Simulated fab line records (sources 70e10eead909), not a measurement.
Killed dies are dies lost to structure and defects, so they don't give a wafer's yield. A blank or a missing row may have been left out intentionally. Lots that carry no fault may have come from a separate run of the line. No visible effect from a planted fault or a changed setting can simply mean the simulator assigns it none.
What tool caused it? -- flow nand_harc -- 13 lots, 39 wafers sampled, at 5 steps of a route of 1302

WHAT THE GAUGES READ, wafer by wafer
NHARC_A_SLIT_CD_MEAS_09 targets a cd of 300 nm.
lot,measured,on,cd_nm (nm)
L439,day 19 10:13,cd_sem-03,300.7 300.3 300.0
L441,day 20 13:30,cd_sem-03,299.8 300.2 300.2
L442,day 20 22:31,cd_sem-01,299.8 299.8 299.3
L443,day 21 11:20,cd_sem-02,299.9 300.1 299.9
L444,day 22 03:59,cd_sem-01,300.3 300.2 300.2
L445,day 22 09:07,cd_sem-03,300.8 300.4 300.4
L447,day 23 01:08,cd_sem-01,301.2 300.9 300.3
L448,day 23 19:59,cd_sem-02,300.2 299.7 299.9
L451,day 24 11:43,cd_sem-02,299.8 300.2 301.0
L454,day 26 00:52,cd_sem-02,299.5 300.2 300.6
L460,day 28 23:54,cd_sem-02,300.5 299.8 300.2
L461,day 29 11:47,cd_sem-03,300.3 299.8 300.0
L462,day 29 12:22,cd_sem-01,300.1 300.5 300.7

NHARC_A_SLIT_OVL_MEAS_10.
lot,measured,on,overlay_x_nm (nm),overlay_y_nm (nm)
L439,day 19 10:18,overlay-02,0.7 0.5 0.6,-1.8 -2.0 -1.8
L441,day 20 13:35,overlay-02,0.1 0.4 0.2,-1.1 -0.9 -0.9
L442,day 20 22:37,overlay-01,1.0 0.7 0.0,0.3 0.2 0.2
L443,day 21 11:26,overlay-02,2.0 1.5 1.6,-0.8 -0.7 -0.3
L444,day 22 04:04,overlay-01,0.0 -0.4 0.2,0.2 -0.2 -0.4
L445,day 22 09:12,overlay-01,-1.3 -0.4 -0.9,-0.8 -0.4 0.1
L447,day 23 01:14,overlay-01,0.7 1.0 1.2,-0.1 -0.4 0.4
L448,day 23 20:05,overlay-01,-0.3 -1.0 0.2,-0.8 0.0 -1.0
L451,day 24 11:47,overlay-01,1.2 0.8 1.0,-1.1 -0.8 -1.1
L454,day 26 00:57,overlay-01,1.0 1.5 0.6,-0.2 0.1 0.2
L460,day 28 23:59,overlay-02,1.5 1.4 1.7,1.1 1.0 0.8
L461,day 29 11:53,overlay-02,0.7 0.6 0.8,1.4 1.4 1.0
L462,day 29 12:27,overlay-02,-1.3 -1.4 -1.3,-1.1 -0.2 -0.9

NHARC_END_SORT_01.
lot,measured,on,killed_at_array,killed_at_other,killed_at_periphery,killed_dies,killed_open,killed_short
L445,day 27 15:23,prober-01,82 73 83,7 5 4,7 7 4,96 85 91,3 3 5,2 4 2

WHAT TOOL EACH LOT RAN ON (gives the tool, then ch and the chambers of the sampled wafers, and finally the start)
lot,NHARC_A_WL_FILL_ETCHBACK_04,NHARC_A_WL_FILL_ETCHBACK_05
L439,"rie_metal-03 ch 0,1, day 20 03:20","rie_metal-03 ch 0,1, day 20 03:32"
L441,"rie_metal-03 ch 0,1, day 21 06:34","rie_metal-03 ch 0,1, day 21 06:49"
L442,"rie_metal-01 ch 0, day 21 15:59","rie_metal-01 ch 1, day 21 16:11"
L443,"rie_metal-03 ch 0,1, day 22 02:01","rie_metal-03 ch 0,1, day 22 02:14"
L444,"rie_metal-01 ch 0, day 23 01:23","rie_metal-01 ch 0, day 23 01:41"
L445,"rie_metal-03 ch 0,1, day 23 04:14","rie_metal-03 ch 0,1, day 23 04:26"
L447,"rie_metal-03 ch 0,1, day 23 15:58","rie_metal-03 ch 0,1, day 23 16:12"
L448,"rie_metal-01 ch 1, day 24 10:31","rie_metal-01 ch 0,1, day 24 10:43"
L451,"rie_metal-03 ch 0,1, day 25 03:17","rie_metal-03 ch 0,1, day 25 03:33"
L454,"rie_metal-03 ch 0,1, day 26 15:26","rie_metal-03 ch 0,1, day 26 15:40"
L460,"rie_metal-01 ch 0,1, day 29 14:20","rie_metal-01 ch 1, day 29 14:34"
L461,"rie_metal-02 ch 0,1, day 30 02:59","rie_metal-02 ch 0,1, day 30 03:23"
L462,"rie_metal-01 ch 0,1, day 30 02:56","rie_metal-01 ch 0,1, day 30 03:14"
- NHARC_A_WL_FILL_ETCHBACK_04: etches the open film in NF3, target depth 60 nm, time 120 s.
- NHARC_A_WL_FILL_ETCHBACK_05: etches the open film in Cl2/BCl3, target depth 22 nm, time 60 s.

WHAT THE TOOLS THEMSELVES READ (means of the sampled wafers that have a number; where no wafer has one, the mark that the record gives instead)
NHARC_A_WL_FILL_ETCHBACK_04.
lot,tool,drypump_motor_current_A (A),oes_product_au (a.u.),run_length_s (s)
L439,rie_metal-03,5.2,1.011,141.7
L441,rie_metal-03,5.2,1.011,141.7
L442,rie_metal-01,6.4,0.982,141.6
L443,rie_metal-03,5.2,1.018,141.6
L444,rie_metal-01,6.4,0.989,141.4
L445,rie_metal-03,5.5,1.004,141.8
L447,rie_metal-03,5.2,1.000,141.5
L448,rie_metal-01,6.1,1.007,141.0
L451,rie_metal-03,5.5,0.996,125.2
L454,rie_metal-03,5.2,0.996,125.4
L460,rie_metal-01,6.3,0.999,141.2
L461,rie_metal-02,5.9,0.994,140.9
L462,rie_metal-01,6.3,1.001,141.3

NHARC_A_WL_FILL_ETCHBACK_05.
lot,tool,drypump_motor_current_A (A),oes_product_au (a.u.),run_length_s (s)
L439,rie_metal-03,5.4,1.007,81.7
L441,rie_metal-03,5.5,1.005,81.7
L442,rie_metal-01,6.1,1.008,81.1
L443,rie_metal-03,5.2,1.013,81.6
L444,rie_metal-01,6.4,0.994,81.4
L445,rie_metal-03,5.2,1.002,81.8
L447,rie_metal-03,5.4,1.002,81.6
L448,rie_metal-01,6.3,0.997,81.2
L451,rie_metal-03,5.2,0.999,81.7
L454,rie_metal-03,5.2,0.989,81.7
L460,rie_metal-01,6.0,1.016,80.9
L461,rie_metal-02,5.9,0.995,81.0
L462,rie_metal-01,6.3,1.010,81.4

THE ANSWER, worked out from the rows above alone
Rule: usual is defined by the lots themselves. The widest of any qualifying gaps counts: lots, ordered by their means at a reading, are off when they make up no more than a third of the lots, leave a main group of 4 or more, and stand apart from it by 3 or more times the standard deviation of that group's means. A main group whose means are all the same, to the digits that the tables above print for the reading, isn't used. Also off: a lot with no number at a reading for which 4 or more lots have one. The other lots that the step has rows for count as sound. First the gauges in route order, then the tools' own readings, where a lot's mean is used as printed above. At the first step where some lot is off, the reading lying furthest off is the one used; lots without a number count as furthest.
Off at NHARC_A_WL_FILL_ETCHBACK_04 (run_length_s): L451, L454. The main group: mean 141.4 s, standard deviation 0.28.
A tool fits if, at that step or a process step before it, it ran every lot that is off, and no sound lot after the first of them. One fits: NHARC_A_WL_FILL_ETCHBACK_04 on rie_metal-03. A fault onset in the window from L447 (day 23 15:58, its last sound lot) to L451 (day 25 03:17, its first lot off) fits.
On the lots that are off, the tool's own readings at NHARC_A_WL_FILL_ETCHBACK_04 differ by more than 5 times the standard deviation of the sound lots' means, which bears it out; run_length_s reads 125.3 s there versus 141.4 s on the sound lots.

WHAT WAS PUT IN BY THE SIMULATOR
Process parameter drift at NHARC_A_WL_FILL_ETCHBACK_04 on rie_metal-03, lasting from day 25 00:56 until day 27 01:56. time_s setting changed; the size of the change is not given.
Struck lots among those shown: L451, L454. The rule above found the same.
